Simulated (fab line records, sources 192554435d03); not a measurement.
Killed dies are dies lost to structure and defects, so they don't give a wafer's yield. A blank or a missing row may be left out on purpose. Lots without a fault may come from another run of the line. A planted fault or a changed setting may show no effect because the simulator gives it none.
fab line records | flow n5_finfet
record lots=6 wafers=18 last_day=18
route steps=1938 shown BEOL_M14@1718
lots that met no fault: from a run of the same line without faults
start_h: hours from the record's first day to the start of the lot's first wafer shown | wait_h: hours since the lot's step before | " the same as in the row above | L1.1+2: a row that stands for several wafers | - no value, or no start given | * or withheld: withheld | < > ~ a bound
route shown NAME@n: a module of which the file shows steps, and the number in the route of the first | usual: mean/standard deviation of fault-free wafers | same: alike in all rows | chamber/n: place in a boat | sites: the reading at each site | _std_site: their standard deviation | _edge_site: outer sites' mean less inner sites' | radius_mm: how far each site lies from the wafer's centre | mask NAME#n: copy n | behind: the tool/chamber that last shaped the wafer | hold: why the lot was held/for how many hours/how that ended | device: the transistor (n, p or np) that didn't switch | end of line: the same wafers' tests at the end of the route | a step without rows: its recipe alone | killed: dies lost to structure and defects at the first sort, not the wafer's yield | map: a wafer's dies, x killed, . not, _ none there
set.NAME: the setting as run; set.NAME@STEP: as run at that earlier step | model.NAME: the simulator's own value behind a step, which no gauge read
lots at some steps of the route; a table a step, a row a wafer
services: from which hour (start_h, from the record's first day; less than 0 if before it) a tool's chamber was out of use, for how many hours, and why
## steps
# step N5_BEOL_M14_COAT_58
# recipe resist=BARC temp_c=205 time_s=60 spin_rpm=1500 resist_thk_nm=89
# step N5_BEOL_M14_COAT_04
# recipe spin_rpm=1704 resist_thk_nm=800
# step N5_BEOL_M14_EBR_06
# recipe solvent=PGMEA ebr_width_mm=1.5
# step N5_BEOL_M14_SOFTBAKE_05
# recipe temp_c=130 time_s=60
# step N5_BEOL_M14_EXPOSE_07
# recipe mask_id=V13 na=0.8 source_shape=annular sigma_inner=0.5 sigma_outer=0.8 polarization=unpolarized attpsm_phase_deg=180 dose_mj=57
# step N5_BEOL_M14_PEB_08
# recipe peb_temp_c=130 peb_time_s=90
# step N5_BEOL_M14_DEVELOP_09
# recipe develop_time_s=45 rinse_liquid=diw dry=air_spin dev_temp_c=21
# step N5_BEOL_M14_HARDBAKE_14
# recipe temp_c=130 time_s=120
# step N5_BEOL_M14_CD_MEAS_10
# recipe target_cd_nm=250 landing_energy_ev=500 detector=se_inlens polarity=opening
# usual cd_nm=249.1/2
# columns lot.wafer tool chamber start_h wait_h cd_nm
L638.1 cd_sem-01 0 278.63 - 250.7
L638.4 " 0 " " 249.3
L638.6 " 0 " " 251.6
L642.1 cd_sem-02 0 305.18 - 252.0
L642.5 " 0 " " 244.9
L642.6 " 0 " " 247.4
L644.1 cd_sem-01 0 309.55 - 252.3
L644.2 " 0 " " 248.8
L644.5 " 0 " " 249.5
L652.3 cd_sem-02 0 366.67 - 248.0
L652.4 " 0 " " 248.1
L652.6 " 0 " " 249.5
L655.1 cd_sem-01 0 393.90 - 253.7
L655.3 " 0 " " 247.3
L655.4 " 0 " " 248.7
L657.1 cd_sem-02 0 396.91 - 250.3
L657.4 " 0 " " 250.8
L657.5 " 0 " " 248.4
# step N5_BEOL_M14_OVL_MEAS_11
# recipe points_per_wafer=44
# usual V13_OVL=-3/5.8
# columns lot.wafer tool chamber start_h wait_h V13_OVL[nm]
L638.1 overlay-02 0 278.66 0.0 4
L638.4 " 0 " " -7
L638.6 " 0 " " 0
L642.1 overlay-01 0 305.21 0.0 7
L642.5 " 0 " " -2
L642.6 " 0 " " 0
L644.1 overlay-02 0 309.58 0.0 -2
L644.2 " 0 " " -2
L644.5 " 0 " " -1
L652.3 overlay-02 0 366.69 0.0 -6
L652.4 " 0 " " -8
L652.6 " 0 " " -8
L655.1 overlay-01 0 393.93 0.0 4
L655.3 " 0 " " 4
L655.4 " 0 " " 6
L657.1 overlay-01 0 396.94 0.0 1
L657.4 " 0 " " -1
L657.5 " 0 " " 5
# step N5_BEOL_M14_INSPECT_12
# recipe mode=adi inspect_instrument=macro
# usual raw_defect_count=2.0/1.2
# columns lot.wafer tool chamber start_h wait_h raw_defect_count
L638.1 defect_inspect-02 - 278.69 0.0 3
L638.4 " - " " 2
L638.6 " - " " 2
L642.1 defect_inspect-01 - 305.23 0.0 3
L642.5 " - " " 3
L642.6 " - " " 1
L644.1 defect_inspect-01 - 309.61 0.0 3
L644.2 " - " " 5
L644.5 " - " " 2
L652.3 defect_inspect-01 - 366.72 0.0 2
L652.4 " - " " 0
L652.6 " - " " 3
L655.1 defect_inspect-02 - 393.96 0.0 3
L655.3 " - " " 4
L655.4 " - " " 3
L657.1 defect_inspect-01 - 396.97 0.0 2
L657.4 " - " " 2
L657.5 " - " " 1
# step N5_BEOL_M14_DESCUM_15
# recipe chemistry=O2 time_s=7.9 source_power_w=50 bias_power_w=20 pressure_mtorr=20 rf_frequency_hz=2.712e+07 temp_c=40 o2_flow_sccm=225
# usual drypump_motor_current_A=6.0/0.42 oes_product_au=0.81/0.081 rf_vpp_V=243.5/1.5 showerhead_plenum_p_Torr=2.11/0.072 throttle_valve_pct=20.33/0.21
# columns lot.wafer tool chamber start_h wait_h drypump_motor_current_A oes_product_au rf_hours_counter_h rf_vpp_V showerhead_plenum_p_Torr throttle_valve_pct
L638.1 rie_diel-02 3 278.72 0.0 6.8 0.95 7 242.5 2.04 20.36
L638.4 " 2 " " 5.9 0.94 17 241.8 2.05 20.13
L638.6 " 3 " " 6.8 0.94 - 242.8 2.04 20.36
L642.1 rie_diel-06 1 305.27 0.0 5.8 0.76 139 242.2 2.02 20.34
L642.5 " 2 " " 4.9 0.98 - 242.9 2.07 20.26
L642.6 " 3 " " 6.4 0.74 - 246.2 2.18 20.56
L644.1 rie_diel-04 1 309.96 0.4 5.9 0.86 40 242.9 2.12 20.20
L644.2 " 3 " " 5.8 0.90 35 244.8 2.23 19.85
L644.5 " 3 " " 5.8 0.89 - 245.4 2.23 19.85
L652.3 rie_diel-04 0 366.99 0.3 5.9 0.80 106 244.0 2.18 20.61
L652.4 " 3 " " 5.8 0.88 - 244.1 2.22 19.86
L652.6 " 1 " " 5.8 0.85 - 243.3 2.11 20.23
L655.1 rie_diel-04 0 394.04 0.1 5.9 0.79 115 246.5 2.18 20.64
L655.3 " 3 " " 5.8 0.85 61 245.6 2.22 19.90
L655.4 " 1 " " 5.9 0.82 70 242.1 2.11 20.24
L657.1 rie_diel-06 1 397.00 0.0 5.7 0.73 174 242.0 2.01 20.41
L657.4 " 2 " " 4.9 0.89 36 241.9 2.06 20.32
L657.5 " 1 " " 5.7 0.73 - 242.6 2.01 20.40
# step N5_BEOL_M14_ETCH_59
# recipe chemistry=N2/H2 target=BARC target_depth_a=890 overetch_a=267 time_s=67.9 ion_energy_ev=200 pressure_mtorr=30 source_w=840 bias_w=150 n2_flow_sccm=200 h2_flow_sccm=200
# usual drypump_motor_current_A=6.0/0.42 oes_product_au=0.69/0.063 rf_vpp_V=524.7/2.6 run_length_s=91.2/0.46 showerhead_plenum_p_Torr=2.57/0.096 throttle_valve_pct=17.80/0.28
# columns lot.wafer tool chamber start_h wait_h drypump_motor_current_A oes_product_au rf_hours_counter_h rf_vpp_V run_length_s showerhead_plenum_p_Torr throttle_valve_pct
L638.1 rie_diel-02 3 278.76 0.0 6.8 0.80 7 523.9 91.0 2.48 17.81
L638.4 " 2 " " 5.9 0.81 17 520.9 91.3 2.47 17.35
L638.6 " 3 " " 6.8 0.80 - 521.5 91.2 2.48 17.82
L642.1 rie_diel-06 1 305.30 0.0 5.8 0.67 139 521.4 91.2 2.44 17.78
L642.5 " 2 " " 4.9 0.83 - 522.3 91.2 2.51 17.76
L642.6 " 3 " " 6.4 0.64 - 526.1 90.4 2.64 18.02
L644.1 rie_diel-04 1 310.00 0.0 5.8 0.72 40 526.2 90.9 2.58 17.65
L644.2 " 3 " " 5.8 0.76 35 527.4 91.5 2.71 17.23
L644.5 " 3 " " 5.8 0.76 - 529.0 91.7 2.71 17.25
L652.3 rie_diel-04 0 367.03 0.0 5.9 0.69 106 526.1 91.8 2.68 18.29
L652.4 " 3 " " 5.8 0.76 - 527.7 88.0 2.70 17.29
L652.6 " 1 " " 5.8 0.74 - 525.8 87.9 2.58 17.68
L655.1 rie_diel-04 0 394.07 0.0 5.9 0.68 115 527.1 92.0 2.68 18.29
L655.3 " 3 " " 5.8 0.72 61 527.7 91.5 2.69 17.28
L655.4 " 1 " " 5.8 0.73 70 524.7 88.2 2.57 17.70
L657.1 rie_diel-06 1 397.03 0.0 5.7 0.63 174 521.1 91.4 2.43 17.83
L657.4 " 2 " " 4.9 0.76 36 521.8 91.5 2.50 17.82
L657.5 " 1 " " 5.8 0.63 - 519.8 91.3 2.43 17.84
# step N5_BEOL_M14_VIA_ETCH_16
# recipe chemistry=C4F8/O2/Ar target=SiO2 he_inner_torr=15 he_outer_torr=30 target_depth_a=12313 time_s=withheld ion_energy_ev=800 pressure_mtorr=20 source_w=1905 bias_w=2040 Ar_flow_sccm=400 C4F8_flow_sccm=16 O2_flow_sccm=12 ends=cleared
# usual drypump_motor_current_A=6.0/0.42 oes_product_au=0.73/0.072 rf_vpp_V=2214/38 showerhead_plenum_p_Torr=3.47/0.11 throttle_valve_pct=30.76/0.24
# columns lot.wafer tool chamber start_h wait_h drypump_motor_current_A oes_product_au rf_vpp_V showerhead_plenum_p_Torr throttle_valve_pct
L638.1 rie_diel-02 3 278.81 0.0 6.8 0.84 2281 3.38 30.97
L638.4 " 2 " " 5.9 0.86 2216 3.41 30.95
L638.6 " 3 " " 6.8 0.83 2279 3.38 30.96
L642.1 rie_diel-06 1 305.35 0.0 5.7 0.68 2206 3.31 30.60
L642.5 " 2 " " 4.9 0.87 2159 3.38 30.73
L642.6 " 3 " " 6.4 0.67 2277 3.53 30.87
L644.1 rie_diel-04 1 310.05 0.0 5.9 0.76 2234 3.51 30.81
L644.2 " 3 " " 5.8 0.82 2201 3.65 30.25
L644.5 " 3 " " 5.9 0.81 2203 3.65 30.25
L652.3 rie_diel-04 3 367.08 0.0 5.8 0.78 2201 3.63 30.27
L652.4 " 0 " " 5.9 0.71 2211 3.54 30.79
L652.6 " 0 " " 5.9 0.71 2210 3.54 30.80
L655.1 rie_diel-04 0 394.12 0.0 5.9 0.70 2210 3.54 30.80
L655.3 " 3 " " 5.9 0.77 2200 3.63 30.26
L655.4 " 1 " " 5.9 0.73 2233 3.49 30.81
L657.1 rie_diel-06 1 397.09 0.0 5.8 0.66 2204 3.30 30.64
L657.4 " 2 " " 5.0 0.81 2158 3.37 30.76
L657.5 " 1 " " 5.8 0.65 2206 3.30 30.64
## services
# columns tool chamber start_h hours kind
rie_diel-06 2 274.97 - clean
rie_diel-06 2 274.97 - consumable_replace:focus_ring
rie_diel-06 2 274.97 20.6 scheduled_down
rie_diel-06 2 274.97 20.6 vent_cycle
rie_diel-06 - 279.75 0.6 repair
rie_diel-04 2 365.46 5.0 repair
rie_diel-02 0 366.23 - clean
rie_diel-02 0 366.23 - consumable_replace:focus_ring
rie_diel-02 0 366.23 18.5 scheduled_down
rie_diel-02 0 366.23 18.5 vent_cycle
rie_diel-04 - 376.07 3.0 repair
## key
first_sign step=N5_BEOL_M14_ETCH_59 reading=run_length_s direction=down sigmas=6.9 usual=* struck=*
effect none on later readings
met_at N5_BEOL_M14_ETCH_59
struck_wafers L652.4,L652.6,L655.4
onset_between 310.00 367.03
fault kind=process_parameter_drift tool=rie_diel-04 chamber=- onset_h=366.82 steps=N5_BEOL_M14_ETCH_59 channel=time_s offset=* shape=step end_h=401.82 scope=struck_wafers_only acts_in=* stated=*
